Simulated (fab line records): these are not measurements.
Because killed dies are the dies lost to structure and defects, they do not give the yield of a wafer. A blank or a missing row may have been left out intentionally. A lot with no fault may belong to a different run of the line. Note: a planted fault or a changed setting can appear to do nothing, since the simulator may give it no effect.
fab line records | flow nandHarc
record: lots: 5 wafers: 15 lastDay: 23
route steps=1159 shown P_M2@332 END@1159
lots with no fault: from the same line, run without faults
startH: the number of hours between the record's first day and the start of the first shown wafer of the lot | waitH: hours elapsed since this lot's preceding step | " repeats the value in the row above | L1.1+2: several wafers, shown together as one row | - no value, or no start given | * or withheld: withheld | < > ~ a bound
route shown NAME@n: names a module that has steps shown in the file, with the first one's number in the route | usual: the fault-free wafers' mean and standard deviation | same: alike in all rows | chamber/n: place in a boat | sites: the reading at each site | _std_site: standard deviation across them | _edge_site: outer sites' mean less inner sites' | radiusMm: for every site, how far away it sits from the centre of the wafer | mask NAME#n: copy n | behind: tool/chamber where the wafer was last shaped | hold: why the lot was held/for how many hours/how that ended | device: the transistor (n, p or np) that didn't switch | end of line: tests run on the same wafers once the route is complete | where a step has no rows: the recipe by itself | killed: at the first sort, the dies lost to defects and structure; wafer yield is something else | map: the dies of a wafer, with x for killed, . for not killed, _ for no die there
set.NAME: the setting that was run; set.NAME@STEP: the one run at that earlier step | model.NAME: the simulator's own value behind a step, which no gauge read
a table for each step, a row for each wafer; lots at some steps of the route
services: when a tool's chamber went out of use (startH, in hours from the record's first day, below 0 if earlier), for how many hours, and the reason
== steps ==
step: NHARC_P_M2_ETCH_35
recipe: targetDepthA: 400 overetchA: 120 timeS: 43.94 ionEnergyEv: 200 n2FlowSccm: 150 h2FlowSccm: 150 arFlowSccm: 0 rfW: 400 biasW: 150 chemistry: N2/H2
step: NHARC_P_M2_ETCH_15
recipe: targetDepthA: 1825 timeS: 91.2 c4f8FlowSccm: withheld arFlowSccm: 400 rfW: 600 biasW: 300 chemistry: C4F8/Ar
usual: chamberPressureMTorr: 24.999/0.025 oesProductAu: 0.940/0.022 rfVppV: 441.0/2.8
same: timeS: 91.2
columns lot.wafer tool chamber startH waitH chamberPressureMTorr oesProductAu rfHoursCounterH rfVppV
L135.3 rieDiel-09 1 - - 24.990 0.978 2 438.3
L135.4 " 3 " " 25.008 0.945 2 437.2
L135.6 " 2 " " 24.991 0.951 - 443.7
L134.3 rieDiel-10 0 - - 25.004 0.925 54 444.9
L134.1 " 1 " " 25.000 0.928 52 438.5
L134.4 " 2 " " 25.038 0.915 49 442.8
L144.1 rieDiel-09 2 - - 24.964 0.967 3 443.1
L144.4 " 0 " " 24.948 0.952 4 443.0
L144.5 " 2 " " 24.961 0.961 - 443.2
L149.2 rieDiel-09 3 - - 24.987 0.925 6 438.3
L149.4 " 1 " " 24.978 0.938 6 439.5
L149.5 " 2 " " 24.945 0.921 - 444.3
L150.1 rieDiel-09 0 - - 24.992 0.960 6 443.6
L150.2 " 2 " " 25.043 0.950 5 443.3
L150.3 " 3 " " 25.054 0.959 6 436.0
step: NHARC_P_M2_CD_MEAS_16
usual: cdNm: 170.0/0.9
columns lot.wafer tool chamber startH waitH cdNm
L135.3 cdSem-03 - 138.20 - 170.3
L135.4 " - " " 170.4
L135.6 " - " " 171.7
L134.1 cdSem-03 - 139.00 - 168.9
L134.3 " - " " 168.7
L134.4 " - " " 169.1
L144.1 cdSem-01 - 183.44 - 168.4
L144.4 " - " " 171.8
L144.5 " - " " 169.2
L149.2 cdSem-03 - 220.31 - 169.4
L149.4 " - " " 170.1
L149.5 " - " " 170.1
L150.1 cdSem-02 - 232.76 - 170.5
L150.2 " - " " 168.2
L150.3 " - " " 169.6
step: NHARC_P_M2_STRIP_18
recipe: powerW: 1000 n2FlowSccm: 150 h2FlowSccm: 150 arFlowSccm: 0 biasW: 0 chemistry: N2/H2
usual: chamberPressureMTorr: 29.997/0.028 drypumpMotorCurrentA: 5.9/0.58 oesProductAu: 0.999/0.012 rfVppV: 90.6/0.97 showerheadPlenumPTorr: 2.05/0.093 throttleValvePct: 14.171/0.0094
columns lot.wafer tool chamber startH waitH chamberPressureMTorr drypumpMotorCurrentA oesProductAu rfHoursCounterH rfVppV showerheadPlenumPTorr throttleValvePct
L135.4 rieDiel-09 2 138.32 0.1 29.987 4.9 0.988 2 92.1 2.16 14.186
L135.3 " 3 " " 30.005 6.6 0.991 2 90.5 1.90 14.180
L135.6 " 1 " " 30.012 5.7 1.010 - 89.3 2.04 14.173
L134.3 rieDiel-09 2 139.10 0.1 30.024 4.9 0.983 2 89.9 2.16 14.171
L134.1 " 3 " " 29.994 6.6 1.008 2 88.8 1.90 14.183
L134.4 " 0 " " 29.947 6.4 0.995 2 90.4 2.12 14.188
L144.4 rieDiel-09 0 183.51 0.1 29.992 6.4 0.999 4 89.9 2.11 14.167
L144.1 " 1 " " 30.011 5.7 1.014 4 91.6 2.04 14.173
L144.5 " 1 " " 29.978 5.7 1.021 - 90.7 2.04 14.175
L149.2 rieDiel-09 3 220.38 0.1 30.039 6.6 0.997 6 90.1 1.90 14.164
L149.4 " 1 " " 29.968 5.7 1.014 6 91.3 2.04 14.174
L149.5 " 3 " " 30.043 6.5 0.990 - 90.5 1.90 14.178
L150.3 rieDiel-03 3 232.88 0.1 29.995 5.8 0.997 1 90.9 2.06 14.150
L150.1 " 0 " " 30.016 6.4 1.009 1 88.6 2.00 14.166
L150.2 " 1 " " 30.007 5.7 0.986 1 89.8 1.94 14.152
step: NHARC_P_M2_ETCH_28
recipe: targetDepthA: 300 overEtchFrac: 0.3 timeS: 72.99 ionEnergyEv: 150 cf4FlowSccm: 50 n2FlowSccm: 100 arFlowSccm: 150 rfW: 300 biasW: 100 chemistry: CF4/N2
step: NHARC_P_M2_STRIP_19
recipe: timeS: 600 tempC: 30 chemistry: postEtchResidueRemover
step: NHARC_P_M2_DEGAS_29
recipe: tempC: 250 timeS: 60
usual: heaterPowerW: 326/33
same: timeS: 60
columns lot.wafer tool chamber startH waitH heaterPowerW
L135.4 pvdSputter-01 - 138.96 - 380
L135.3 " - " " 311
L135.6 " - " " 381
L134.1 pvdSputter-02 - 139.72 - 306
L134.4 " - " " 365
L134.3 " - " " 322
L144.1 pvdSputter-01 - 184.57 - 276
L144.4 " - " " 309
L144.5 " - " " 342
L149.2 pvdSputter-01 - 221.03 - 315
L149.4 " - " " 339
L149.5 " - " " 312
L150.3 pvdSputter-02 - 233.66 - 325
L150.2 " - " " 371
L150.1 " - " " 339
step: NHARC_P_M2_PRE_CLEAN_30
recipe: timeS: 30 tempC: 280 gas: H2/He
step: NHARC_P_M2_PVD_20
recipe: targetThkA: 50 biasV: 168.6 powerW: 15000 chamberPressurePa: 0.12 timeS: 8.06 substrateTempC: 50 material: TaN
usual: throttleValvePct: 30.1/1.1
same: timeS: 8.06
columns lot.wafer tool chamber startH waitH throttleValvePct
L135.4 pvdSputter-01 - - - 29.8
L135.3 " - " " 31.5
L135.6 " - " " 29.8
L134.4 pvdSputter-02 - - - 30.1
L134.1 " - " " 28.7
L134.3 " - " " 31.1
L144.1 pvdSputter-01 - - - 31.2
L144.4 " - " " 30.4
L144.5 " - " " 29.5
L149.4 pvdSputter-01 - - - 30.3
L149.2 " - " " 28.3
L149.5 " - " " 30.4
L150.2 pvdSputter-02 - - - 28.4
L150.1 " - " " 30.4
L150.3 " - " " 30.9
step: NHARC_P_M2_PVD_21
recipe: targetThkA: 300 chamberPressurePa: 5 powerW: 5000 substrateTempC: 30 timeS: 20.49 material: Cu
usual: throttleValvePct: 30.2/1.1
same: timeS: 20.49
columns lot.wafer tool chamber startH waitH throttleValvePct
L135.3 pvdSputter-01 - - - 29.0
L135.4 " - " " 30.3
L135.6 " - " " 31.0
L134.4 pvdSputter-02 - - - 30.6
L134.1 " - " " 31.0
L134.3 " - " " 28.7
L144.4 pvdSputter-01 - - - 30.2
L144.1 " - " " 28.4
L144.5 " - " " 29.8
L149.4 pvdSputter-01 - - - 31.3
L149.2 " - " " 29.5
L149.5 " - " " 31.2
L150.3 pvdSputter-02 - - - 31.1
L150.2 " - " " 28.8
L150.1 " - " " 30.4
step: NHARC_P_M2_ECD_22
recipe: targetThkA: 4000 bathTempC: 25 material: Cu
step: NHARC_P_M2_ANNEAL_31
recipe: tempC: 225 timeS: 90
step: NHARC_P_M2_CMP_23
recipe: tOverpolishS: 20 targetThkNm: 144.3
usual: motorCurrentA: 11.4/1.3 timeToEndpointS: 28.6/2.8
columns lot.wafer tool chamber startH waitH motorCurrentA timeToEndpointS
L135.4 cmp-04 2 140.18 - 13.0 28.6
L135.3 " 3 " " 11.3 28.4
L135.6 " 1 " " 9.4 26.0
L134.1 cmp-04 0 140.79 - 9.8 23.1
L134.4 " 1 " " 10.0 28.5
L134.3 " 2 " " 13.3 26.4
L144.4 cmp-04 0 185.65 - 9.6 14.9
L144.1 " 2 " " 12.4 29.9
L144.5 " 1 " " 9.4 29.7
L149.2 cmp-02 2 222.15 - 12.9 33.1
L149.4 " 3 " " 12.0 31.5
L149.5 " 1 " " 10.3 29.0
L150.1 cmp-03 2 234.75 - 11.2 33.8
L150.3 " 3 " " 12.1 29.1
L150.2 " 1 " " 13.5 29.7
step: NHARC_P_M2_THK_MEAS_24
recipe: thkMeasGauge: xrf
usual: thkNm: 144.4/1.6
columns lot.wafer tool chamber startH waitH thkNm
L135.3 filmMetro-02 - 140.44 - 144.6
L135.4 " - " " 143.8
L135.6 " - " " 144.6
L134.1 filmMetro-02 - 141.11 - 143.1
L134.3 " - " " 143.4
L134.4 " - " " 142.5
L144.1 filmMetro-01 - 185.96 - 146.0
L144.4 " - " " 137.5
L144.5 " - " " 147.3
L149.2 filmMetro-01 - 222.44 - 145.3
L149.4 " - " " 143.2
L149.5 " - " " 144.3
L150.1 filmMetro-02 - 235.06 - 146.5
L150.2 " - " " 143.6
L150.3 " - " " 143.4
step: NHARC_P_M2_SRD_25
step: NHARC_END_SORT_01
recipe: tempC: 25
usual: defectLimitedYield: 95.1/1.8 killedAtArray: 29/11 killedAtOther: 0.5/0.8 killedAtPeriphery: 3.5/2.8 killedDies: 33/12 killedOpen: 3.1/1.8 killedShort: 1.8/1.4 sort_bin_2_pct: 1.5/0.65 sort_bin_3_pct: 0.24/0.21 sort_bin_4_pct: 3.1/1.2 sortNPass: 644/12 sortRimYieldPct: 97.5/1.9 sortYieldPct: 95.1/1.8
same: grossDies: 677 sort_bin_5_pct[%]: 0 sort_bin_6_pct[%]: 0 sort_bin_7_pct[%]: 0 sort_bin_8_pct[%]: 0 sortRimNGross: 106.00
columns lot.wafer tool chamber startH waitH defectLimitedYield[%] killedAtArray killedAtOther killedAtPeriphery killedDies killedOpen killedShort sort_bin_2_pct[%] sort_bin_3_pct[%] sort_bin_4_pct[%] sortNPass sortRimYieldPct[%] sortYieldPct[%]
L135.3 prober-02 0 462.63 3.1 98.1 10 0 3 13 3 1 0.6 0.15 1.2 664 100.0 98.1
L135.4 prober-02 0 463.43 3.4 97.8 14 0 1 15 3 1 0.6 0.15 1.5 662 99.1 97.8
L135.6 prober-02 0 465.03 4.0 97.5 15 0 2 17 4 0 1.3 0.15 1.0 660 98.1 97.5
L149.2 prober-02 0 543.43 2.8 94.5 34 0 3 37 3 4 1.6 0.15 3.7 640 97.2 94.5
L149.4 prober-02 0 545.02 3.4 94.7 33 0 3 36 6 4 1.9 0 3.4 641 97.2 94.7
L149.5 prober-02 0 545.82 3.7 94.8 33 0 2 35 0 2 1.6 0.44 3.1 642 97.2 94.8
L150.1 prober-01 0 550.46 2.5 94.7 34 0 2 36 3 1 2.1 0.30 3.0 641 99.1 94.7
L150.2 prober-01 0 551.26 2.8 92.9 42 0 6 48 2 2 2.5 0.15 4.4 629 93.4 92.9
L150.3 prober-01 0 552.07 3.1 92.5 46 0 5 51 0 3 1.6 0.15 5.8 626 94.3 92.5
killed by level:class
L135.3 A_CONTACT:chamberFilmFlake=3 A_CHANNEL_HOLE_D1:chamberFilmFlake=2 P_M0:geometricParticle:open=1 P_M1:geometricParticle:open=1 A_ONON_D1:geometricParticle:open=1 A_M0:geometricParticle:short=1 P_M1:chamberFilmFlake=1 A_SLIT:chamberFilmFlake=1
L135.4 A_BLC:geometricParticle:open=3 A_CHANNEL_HOLE_D1:chamberFilmFlake=2 A_STAIRCASE:chamberFilmFlake=2 A_WL_FILL:chamberFilmFlake=2 A_M1:chamberFilmFlake=2 A_ONON_D1:geometricParticle:short=1 P_GATE:chamberFilmFlake=1 A_SLIT:chamberFilmFlake=1
L135.6 A_M1:chamberFilmFlake=3 P_ZERO_WELL:chamberFilmFlake=2 A_STAIRCASE:chamberFilmFlake=2 A_CONTACT:chamberFilmFlake=2 A_SOURCE_PLATE:geometricParticle:open=1 A_ONON_D1:geometricParticle:open=1 A_WL_FILL:geometricParticle:open=1 A_M0:geometricParticle:open=1
L149.2 A_CHANNEL_HOLE_D1:chamberFilmFlake=17 A_STAIRCASE:chamberFilmFlake=5 A_CONTACT:chamberFilmFlake=3 A_M0:geometricParticle:short=2 A_CHANNEL_FILL_D1:chamberFilmFlake=2 A_SLIT:chamberFilmFlake=2 P_GATE:geometricParticle:open=1 P_M0:geometricParticle:open=1
L149.4 A_CHANNEL_HOLE_D1:chamberFilmFlake=19 A_ONON_D1:geometricParticle:short=2 A_M0:geometricParticle:open=2 A_CONTACT:chamberFilmFlake=2 P_CONTACT:geometricParticle:open=1 A_ONON_D1:geometricParticle:open=1 A_CHANNEL_FILL_D1:geometricParticle:short=1 A_CHANNEL_FILL_D1:geometricParticle:open=1
L149.5 A_CHANNEL_HOLE_D1:chamberFilmFlake=15 A_CONTACT:chamberFilmFlake=7 A_SLIT:chamberFilmFlake=4 A_STAIRCASE:chamberFilmFlake=3 A_CHANNEL_FILL_D1:chamberFilmFlake=2 P_M2:geometricParticle:short=1 A_CHANNEL_HOLE_D1:geometricParticle:short=1 P_M0:chamberFilmFlake=1
L150.1 A_CHANNEL_HOLE_D1:chamberFilmFlake=19 A_STAIRCASE:chamberFilmFlake=5 A_SLIT:chamberFilmFlake=2 A_CONTACT:chamberFilmFlake=2 A_M0:chamberFilmFlake=2 P_GATE:geometricParticle:open=1 A_ONON_D1:geometricParticle:open=1 A_CONTACT:geometricParticle:short=1
L150.2 A_CHANNEL_HOLE_D1:chamberFilmFlake=24 A_STAIRCASE:chamberFilmFlake=8 A_M0:chamberFilmFlake=4 P_ZERO_WELL:chamberFilmFlake=3 A_CONTACT:chamberFilmFlake=3 P_ZERO_WELL:geometricParticle:open=1 A_ONON_D1:geometricParticle:short=1 A_BLC:geometricParticle:open=1
L150.3 A_CHANNEL_HOLE_D1:chamberFilmFlake=24 A_STAIRCASE:chamberFilmFlake=10 A_CONTACT:chamberFilmFlake=4 A_M0:chamberFilmFlake=4 A_WL_FILL:geometricParticle:short=2 P_CONTACT:geometricParticle:short=1 P_ZERO_WELL:chamberFilmFlake=1 P_STI:chamberFilmFlake=1
== services ==
columns tool chamber startH hours kind
cmp-02 - 128.50 4.0 pm
rieDiel-09 0 135.17 - clean
rieDiel-09 1 135.17 - clean
rieDiel-09 2 135.17 - clean
rieDiel-09 3 135.17 - clean
rieDiel-09 2 144.04 23.7 repair
cmp-03 - 150.08 9.8 repair
cmp-04 - 156.08 0.4 repair
pvdSputter-01 - 158.00 10.0 pm
rieDiel-09 0 159.67 - clean
cmp-03 - 159.89 4.0 pm
rieDiel-03 - 169.72 0.3 repair
cmp-03 - 174.38 4.3 repair
rieDiel-10 - 176.50 9.0 pm
pvdSputter-02 - 181.17 4.7 repair
rieDiel-10 - 189.74 0.2 repair
rieDiel-03 3 197.18 19.8 repair
cmp-03 - 201.33 1.0 repair
cmp-04 - 203.10 4.0 pm
cmp-04 - 210.34 1.5 repair
pvdSputter-02 - 214.00 10.0 pm
rieDiel-03 - 215.30 9.0 pm
cmp-02 - 226.50 4.0 pm
cmp-04 - 227.51 4.1 repair
== key ==
firstSign: step: NHARC_P_M2_CMP_23 reading: timeToEndpointS direction: down sigmas: 4.9 usual: * struck: *
effect: step: NHARC_P_M2_THK_MEAS_24 reading: thkNm direction: down sigmas: 4.3 usual: 144.4 struck: 137.5
metAt NHARC_P_M2_CMP_23
struckWafers L144.4
onsetBetween 140.79 185.65
fault: kind: processParameterDrift tool: cmp-04 chamber: - onsetH: 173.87 steps: NHARC_P_M2_CMP_23 channel: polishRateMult offset: 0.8 shape: step endH: 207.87 scope: struckWafersOnly
